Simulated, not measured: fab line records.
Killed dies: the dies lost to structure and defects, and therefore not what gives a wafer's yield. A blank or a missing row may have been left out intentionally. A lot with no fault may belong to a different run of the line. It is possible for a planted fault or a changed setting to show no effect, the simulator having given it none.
fab line records	flow nand_harc
record lots=6	wafers=18	last_day=25
route steps=1159 shown A_SOURCE_PLATE@420 A_ONON_D1@424 END@1159
lots that met no fault: from a run of the same line without faults
start_h: start of the lot's first displayed wafer, in hours after the record's first day	wait_h: time in hours since the lot's previous step	" identical to the entry in the row above	L1.1+2: a row that stands for several wafers	- no value present, or no start provided	* or withheld: withheld	< > ~ a bound
route shown NAME@n: NAME is a module with steps in the file, n the number in the route of the first one	usual: mean/standard deviation of fault-free wafers	same: alike in all rows	chamber/n: place in a boat	sites: each site's reading	_std_site: the standard deviation of these	_edge_site: inner sites' mean taken away from outer sites' mean	radius_mm: how far each site lies from the wafer's centre	mask NAME#n: copy n	behind: the most recent tool/chamber to have shaped the wafer	hold: why the lot went on hold/how many hours it stayed there/how the hold came to an end	device: the transistor (n, p or np) that didn't switch	end of line: the route-end tests of the same wafers	step lacking rows: just its recipe	killed: the dies lost at the first sort to structure and to defects; this is not the yield of the wafer	map: the dies of a wafer, with x for killed, . for not killed, _ for no die there
set.NAME: the run value of the setting; set.NAME@STEP: its run value at that earlier step	model.NAME: the simulator's own value behind a step, which no gauge read
lots seen at some steps along the route; tables by step, rows by wafer
services: when a tool's chamber went out of use (start_h, in hours from the record's first day, below 0 if earlier), for how many hours, and the reason
## steps
# step NHARC_A_SOURCE_PLATE_THK_MEAS_06
# recipe thk_meas_gauge=ellipsometry
# usual thk_nm=200.4/2.2
lot.wafer	tool	chamber	start_h	wait_h	thk_nm
L866.2	film_metro-01	-	178.73	0.4	194.0
L866.3	"	-	"	"	197.0
L866.5	"	-	"	"	195.1
L865.4	film_metro-02	-	178.73	0.4	200.8
L865.5	"	-	"	"	199.5
L865.6	"	-	"	"	200.6
L864.1	film_metro-02	-	178.73	0.4	199.4
L864.4	"	-	"	"	198.0
L864.5	"	-	"	"	198.5
L868.2	film_metro-01	-	188.62	0.4	201.0
L868.3	"	-	"	"	197.4
L868.6	"	-	"	"	198.4
L880.1	film_metro-01	-	262.75	0.4	205.3
L880.2	"	-	"	"	204.9
L880.3	"	-	"	"	206.8
L885.2	film_metro-02	-	288.86	0.4	202.7
L885.3	"	-	"	"	198.6
L885.6	"	-	"	"	198.7
# step NHARC_A_SOURCE_PLATE_INSPECT_08
# usual raw_defect_count=68/27
lot.wafer	tool	chamber	start_h	wait_h	raw_defect_count
L866.2	defect_inspect-02	-	178.79	0.0	51
L866.3	"	-	"	"	62
L866.5	"	-	"	"	53
L865.4	defect_inspect-01	-	178.79	0.0	64
L865.5	"	-	"	"	77
L865.6	"	-	"	"	120
L864.1	defect_inspect-01	-	178.80	0.0	48
L864.4	"	-	"	"	52
L864.5	"	-	"	"	54
L868.2	defect_inspect-02	-	188.72	0.1	49
L868.3	"	-	"	"	41
L868.6	"	-	"	"	23
L880.1	defect_inspect-01	-	262.82	0.0	117
L880.2	"	-	"	"	93
L880.3	"	-	"	"	115
L885.2	defect_inspect-02	-	288.94	0.0	78
L885.3	"	-	"	"	109
L885.6	"	-	"	"	84
# step NHARC_A_ONON_D1_DEP_00
# recipe target_thk_a=10000	n2_flow_sccm=2750	n2o_flow_sccm=2000	nh3_flow_sccm=500	sih4_flow_sccm=210	temp_c=400
# step NHARC_A_ONON_D1_THK_MEAS_02
# recipe thk_meas_gauge=ellipsometry
# usual thk_nm=1001/10
lot.wafer	tool	chamber	start_h	wait_h	thk_nm
L866.2	film_metro-02	-	179.36	-	989
L866.3	"	-	"	"	987
L866.5	"	-	"	"	987
L865.4	film_metro-01	-	179.37	-	1016
L865.5	"	-	"	"	1014
L865.6	"	-	"	"	1016
L864.1	film_metro-02	-	179.38	-	1002
L864.4	"	-	"	"	1000
L864.5	"	-	"	"	1001
L868.2	film_metro-01	-	189.62	-	1011
L868.3	"	-	"	"	1011
L868.6	"	-	"	"	1013
L880.1	film_metro-01	-	263.40	-	1018
L880.2	"	-	"	"	1018
L880.3	"	-	"	"	1014
L885.2	film_metro-01	-	289.62	-	1015
L885.3	"	-	"	"	1017
L885.6	"	-	"	"	1018
# step NHARC_A_ONON_D1_DEP_03
# recipe target_thk_a=10000	n2_flow_sccm=2750	n2o_flow_sccm=2000	nh3_flow_sccm=500	sih4_flow_sccm=210	temp_c=400
# step NHARC_A_ONON_D1_THK_MEAS_05
# recipe thk_meas_gauge=ellipsometry
# usual thk_nm=999/10
lot.wafer	tool	chamber	start_h	wait_h	thk_nm
L866.2	film_metro-02	-	179.92	-	1004
L866.3	"	-	"	"	1006
L866.5	"	-	"	"	1005
L865.4	film_metro-01	-	179.94	-	996
L865.5	"	-	"	"	995
L865.6	"	-	"	"	995
L864.1	film_metro-02	-	179.95	-	994
L864.4	"	-	"	"	990
L864.5	"	-	"	"	992
L868.2	film_metro-02	-	190.30	-	1005
L868.3	"	-	"	"	1006
L868.6	"	-	"	"	1005
L880.1	film_metro-02	-	263.96	-	1017
L880.2	"	-	"	"	1016
L880.3	"	-	"	"	1014
L885.2	film_metro-01	-	290.21	-	977
L885.3	"	-	"	"	977
L885.6	"	-	"	"	975
# step NHARC_A_ONON_D1_DEP_06
# recipe target_thk_a=10000	n2_flow_sccm=2750	n2o_flow_sccm=2000	nh3_flow_sccm=500	sih4_flow_sccm=210	temp_c=400
# step NHARC_A_ONON_D1_THK_MEAS_08
# recipe thk_meas_gauge=ellipsometry
# usual thk_nm=998/10
lot.wafer	tool	chamber	start_h	wait_h	thk_nm
L866.2	film_metro-01	-	180.49	-	1005
L866.3	"	-	"	"	1002
L866.5	"	-	"	"	1003
L865.4	film_metro-02	-	180.51	-	1009
L865.5	"	-	"	"	1010
L865.6	"	-	"	"	1010
L864.1	film_metro-01	-	180.52	-	992
L864.4	"	-	"	"	993
L864.5	"	-	"	"	992
L868.2	film_metro-02	-	190.89	-	989
L868.3	"	-	"	"	989
L868.6	"	-	"	"	989
L880.1	film_metro-02	-	264.53	-	998
L880.2	"	-	"	"	997
L880.3	"	-	"	"	997
L885.2	film_metro-02	-	290.77	-	998
L885.3	"	-	"	"	998
L885.6	"	-	"	"	998
# step NHARC_A_ONON_D1_DEP_09
# recipe target_thk_a=10000	n2_flow_sccm=2750	n2o_flow_sccm=2000	nh3_flow_sccm=500	sih4_flow_sccm=210	temp_c=400
# step NHARC_A_ONON_D1_THK_MEAS_11
# recipe thk_meas_gauge=ellipsometry
# usual thk_nm=1002/7
lot.wafer	tool	chamber	start_h	wait_h	thk_nm
L866.2	film_metro-01	-	181.06	-	1000
L866.3	"	-	"	"	1001
L866.5	"	-	"	"	1001
L865.4	film_metro-02	-	181.07	-	1007
L865.5	"	-	"	"	1008
L865.6	"	-	"	"	1008
L864.1	film_metro-01	-	181.09	-	1001
L864.4	"	-	"	"	1004
L864.5	"	-	"	"	1002
L868.2	film_metro-01	-	191.46	-	1008
L868.3	"	-	"	"	1010
L868.6	"	-	"	"	1010
L880.1	film_metro-01	-	265.10	-	1006
L880.2	"	-	"	"	1003
L880.3	"	-	"	"	1004
L885.2	film_metro-01	-	291.34	-	991
L885.3	"	-	"	"	992
L885.6	"	-	"	"	993
# step NHARC_A_ONON_D1_DEP_12
# recipe target_thk_a=10000	n2_flow_sccm=2750	n2o_flow_sccm=2000	nh3_flow_sccm=500	sih4_flow_sccm=210	temp_c=400
# usual n2o_flow_sccm=2000/6.1
lot.wafer	tool	chamber	start_h	wait_h	n2o_flow_sccm
L864.1	pecvd_onon-01	0	181.14	0.1	2000
L864.4	"	0	"	"	1996
L864.5	"	0	"	"	2004
L866.2	pecvd_onon-02	0	181.17	0.1	2007
L866.3	"	0	"	"	2004
L866.5	"	0	"	"	1998
L865.4	pecvd_onon-04	0	181.30	0.2	2001
L865.5	"	0	"	"	2004
L865.6	"	0	"	"	2007
L868.2	pecvd_onon-02	0	191.58	0.1	1989
L868.3	"	0	"	"	1989
L868.6	"	0	"	"	1998
L880.1	pecvd_onon-02	0	265.16	0.1	1994
L880.2	"	0	"	"	2003
L880.3	"	0	"	"	1997
L885.2	pecvd_onon-02	0	291.45	0.1	1995
L885.3	"	0	"	"	1992
L885.6	"	0	"	"	1994
# step NHARC_A_ONON_D1_THK_MEAS_14
# recipe thk_meas_gauge=ellipsometry
# usual thk_nm=999/8.2
lot.wafer	tool	chamber	start_h	wait_h	hold	thk_nm
L866.2	film_metro-01	-	181.62	-	-	1002
L866.3	"	-	"	"	-	1003
L866.5	"	-	"	"	-	1003
L865.4	film_metro-02	-	181.64	-	-	1015
L865.5	"	-	"	"	-	1012
L865.6	"	-	"	"	-	1011
L864.1	film_metro-01	-	181.65	-	-	986
L864.4	"	-	"	"	-	986
L864.5	"	-	"	"	-	984
L868.2	film_metro-01	-	192.02	-	-	1007
L868.3	"	-	"	"	-	1007
L868.6	"	-	"	"	-	1009
L880.1	film_metro-01	-	265.67	-	await_dispo/0.2h/release	678
L880.2	"	-	"	"	await_dispo/0.2h/release	678
L880.3	"	-	"	"	await_dispo/0.2h/release	677
L880.1	film_metro-01	-	265.84	0.2	-	676
L880.2	"	-	"	"	-	677
L880.3	"	-	"	"	-	676
L885.2	film_metro-01	-	291.91	-	await_dispo/0.2h/release	691
L885.3	"	-	"	"	await_dispo/0.2h/release	692
L885.6	"	-	"	"	await_dispo/0.2h/release	689
L885.2	film_metro-01	-	292.08	0.2	-	692
L885.3	"	-	"	"	-	690
L885.6	"	-	"	"	-	691
# step NHARC_END_SORT_01
# recipe temp_c=25
# usual killed_at_array=28/11	killed_at_other=0.5/0.87	killed_at_periphery=2.9/2.2	killed_dies=32/11	killed_open=3.2/1.9	killed_short=1.8/1.4
# same gross_dies=677
lot.wafer	tool	chamber	start_h	wait_h	killed_at_array	killed_at_other	killed_at_periphery	killed_dies	killed_open	killed_short
L880.1	prober-01	0	542.97	2.5	672	0	5	677	2	2
L880.2	prober-01	0	543.77	2.8	674	0	3	677	3	2
L880.3	prober-01	0	544.57	3.1	668	2	7	677	4	2
L885.2	prober-01	0	585.27	2.8	673	1	3	677	4	1
L885.3	prober-01	0	586.09	3.1	676	0	1	677	5	0
L885.6	prober-01	0	588.56	4.1	671	2	4	677	2	6
# killed by level:class
L880.1 A_ONON_D1:area_dep=648 A_CHANNEL_HOLE_D1:chamber_film_flake=11 A_STAIRCASE:chamber_film_flake=5 A_CONTACT:chamber_film_flake=4 P_GATE:chamber_film_flake=2 P_M1:geometric_particle:open=1 A_SOURCE_PLATE:geometric_particle:open=1 A_CHANNEL_HOLE_D1:geometric_particle:short=1
L880.2 A_ONON_D1:area_dep=653 A_CHANNEL_HOLE_D1:chamber_film_flake=11 A_CONTACT:chamber_film_flake=4 A_BLC:geometric_particle:short=2 P_GATE:chamber_film_flake=2 P_CONTACT:geometric_particle:open=1 A_CONTACT:geometric_particle:open=1 A_BLC:geometric_particle:open=1
L880.3 A_ONON_D1:area_dep=645 A_CHANNEL_HOLE_D1:chamber_film_flake=10 P_GATE:chamber_film_flake=5 A_CONTACT:chamber_film_flake=3 A_CHANNEL_FILL_D1:unspecified=2 THIN_TSV:chamber_film_flake=2 P_GATE:geometric_particle:open=1 P_CONTACT:geometric_particle:open=1
L885.2 A_ONON_D1:area_dep=629 A_SLIT:chamber_film_flake=18 A_CHANNEL_HOLE_D1:chamber_film_flake=10 A_CONTACT:chamber_film_flake=5 A_STAIRCASE:chamber_film_flake=3 A_M0:geometric_particle:open=2 P_STI:chamber_film_flake=2 A_SGD_CUT:chamber_film_flake=2
L885.3 A_ONON_D1:area_dep=640 A_SLIT:chamber_film_flake=20 A_CHANNEL_HOLE_D1:chamber_film_flake=8 A_CONTACT:chamber_film_flake=3 A_M1:geometric_particle:open=2 P_M2:geometric_particle:open=1 A_CHANNEL_FILL_D1:geometric_particle:open=1 A_SGD_CUT:geometric_particle:open=1
L885.6 A_ONON_D1:area_dep=627 A_SLIT:chamber_film_flake=18 A_CHANNEL_HOLE_D1:chamber_film_flake=8 A_CONTACT:chamber_film_flake=5 A_SGD_CUT:chamber_film_flake=4 A_CONTACT:geometric_particle:open=2 STARTING-WAFER:geometric_particle:short=2 A_STAIRCASE:chamber_film_flake=2
# map L880.1 (x killed, . not)
____________x____________
_________xxxxxxx_________
_______xxxxxxxxxxx_______
______xxxxxxxxxxxxx______
_____xxxxxxxxxxxxxxx_____
____xxxxxxxxxxxxxxxxx____
____xxxxxxxxxxxxxxxxx____
___xxxxxxxxxxxxxxxxxxx___
___xxxxxxxxxxxxxxxxxxx___
__xxxxxxxxxxxxxxxxxxxxx__
__xxxxxxxxxxxxxxxxxxxxx__
_xxxxxxxxxxxxxxxxxxxxxxx_
_xxxxxxxxxxxxxxxxxxxxxxx_
_xxxxxxxxxxxxxxxxxxxxxxx_
_xxxxxxxxxxxxxxxxxxxxxxx_
_xxxxxxxxxxxxxxxxxxxxxxx_
xxxxxxxxxxxxxxxxxxxxxxxxx
xxxxxxxxxxxxxxxxxxxxxxxxx
xxxxxxxxxxxxxxxxxxxxxxxxx
xxxxxxxxxxxxxxxxxxxxxxxxx
xxxxxxxxxxxxxxxxxxxxxxxxx
_xxxxxxxxxxxxxxxxxxxxxxx_
_xxxxxxxxxxxxxxxxxxxxxxx_
_xxxxxxxxxxxxxxxxxxxxxxx_
_xxxxxxxxxxxxxxxxxxxxxxx_
_xxxxxxxxxxxxxxxxxxxxxxx_
__xxxxxxxxxxxxxxxxxxxxx__
__xxxxxxxxxxxxxxxxxxxxx__
___xxxxxxxxxxxxxxxxxxx___
___xxxxxxxxxxxxxxxxxxx___
____xxxxxxxxxxxxxxxxx____
____xxxxxxxxxxxxxxxxx____
_____xxxxxxxxxxxxxxx_____
______xxxxxxxxxxxxx______
_______xxxxxxxxxxx_______
_________xxxxxxx_________
____________x____________
# map L885.2 (x killed, . not)
____________x____________
_________xxxxxxx_________
_______xxxxxxxxxxx_______
______xxxxxxxxxxxxx______
_____xxxxxxxxxxxxxxx_____
____xxxxxxxxxxxxxxxxx____
____xxxxxxxxxxxxxxxxx____
___xxxxxxxxxxxxxxxxxxx___
___xxxxxxxxxxxxxxxxxxx___
__xxxxxxxxxxxxxxxxxxxxx__
__xxxxxxxxxxxxxxxxxxxxx__
_xxxxxxxxxxxxxxxxxxxxxxx_
_xxxxxxxxxxxxxxxxxxxxxxx_
_xxxxxxxxxxxxxxxxxxxxxxx_
_xxxxxxxxxxxxxxxxxxxxxxx_
_xxxxxxxxxxxxxxxxxxxxxxx_
xxxxxxxxxxxxxxxxxxxxxxxxx
xxxxxxxxxxxxxxxxxxxxxxxxx
xxxxxxxxxxxxxxxxxxxxxxxxx
xxxxxxxxxxxxxxxxxxxxxxxxx
xxxxxxxxxxxxxxxxxxxxxxxxx
_xxxxxxxxxxxxxxxxxxxxxxx_
_xxxxxxxxxxxxxxxxxxxxxxx_
_xxxxxxxxxxxxxxxxxxxxxxx_
_xxxxxxxxxxxxxxxxxxxxxxx_
_xxxxxxxxxxxxxxxxxxxxxxx_
__xxxxxxxxxxxxxxxxxxxxx__
__xxxxxxxxxxxxxxxxxxxxx__
___xxxxxxxxxxxxxxxxxxx___
___xxxxxxxxxxxxxxxxxxx___
____xxxxxxxxxxxxxxxxx____
____xxxxxxxxxxxxxxxxx____
_____xxxxxxxxxxxxxxx_____
______xxxxxxxxxxxxx______
_______xxxxxxxxxxx_______
_________xxxxxxx_________
____________x____________
## services
tool	chamber	start_h	hours	kind
pecvd_onon-01	-	195.28	13.0	pm
pecvd_onon-04	-	237.00	13.0	pm
## key
first_sign step=NHARC_A_ONON_D1_THK_MEAS_14	reading=visit	direction=added
effect step=NHARC_A_ONON_D1_THK_MEAS_14	reading=thk_nm	direction=down	sigmas=39	usual=999	struck=684
effect step=NHARC_END_SORT_01	reading=killed_dies	direction=up	sigmas=59	usual=32	struck=677
more_kills_born_at NHARC_A_ONON_D1_DEP_12@pecvd_onon-02=3842
met_at NHARC_A_ONON_D1_DEP_12
struck_wafers L880.1,L880.2,L880.3,L885.2,L885.3,L885.6
later_rows_left_out L880.1,L880.2,L880.3,L885.2,L885.3,L885.6
tester_left_out L880,L885
onset_between 191.58 265.16
also_fits time
fault kind=process_parameter_drift	tool=pecvd_onon-02	chamber=0	onset_h=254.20	steps=NHARC_A_ONON_D1_DEP_12	channel=target_thk_a	offset=*	shape=step	end_h=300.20	acts_in=*	stated=*
# tester_left_out: of these lots the tester's yield and bins aren't shown, on N5 and GAA mostly nor the transistor test; their killed dies are dies lost to structure and defects alone, not to doping, threshold or leakage, so they don't give the yield
# later_rows_left_out: the simulator's readings of these wafers behind a module that went badly wrong aren't trusted and aren't shown, but for the sort
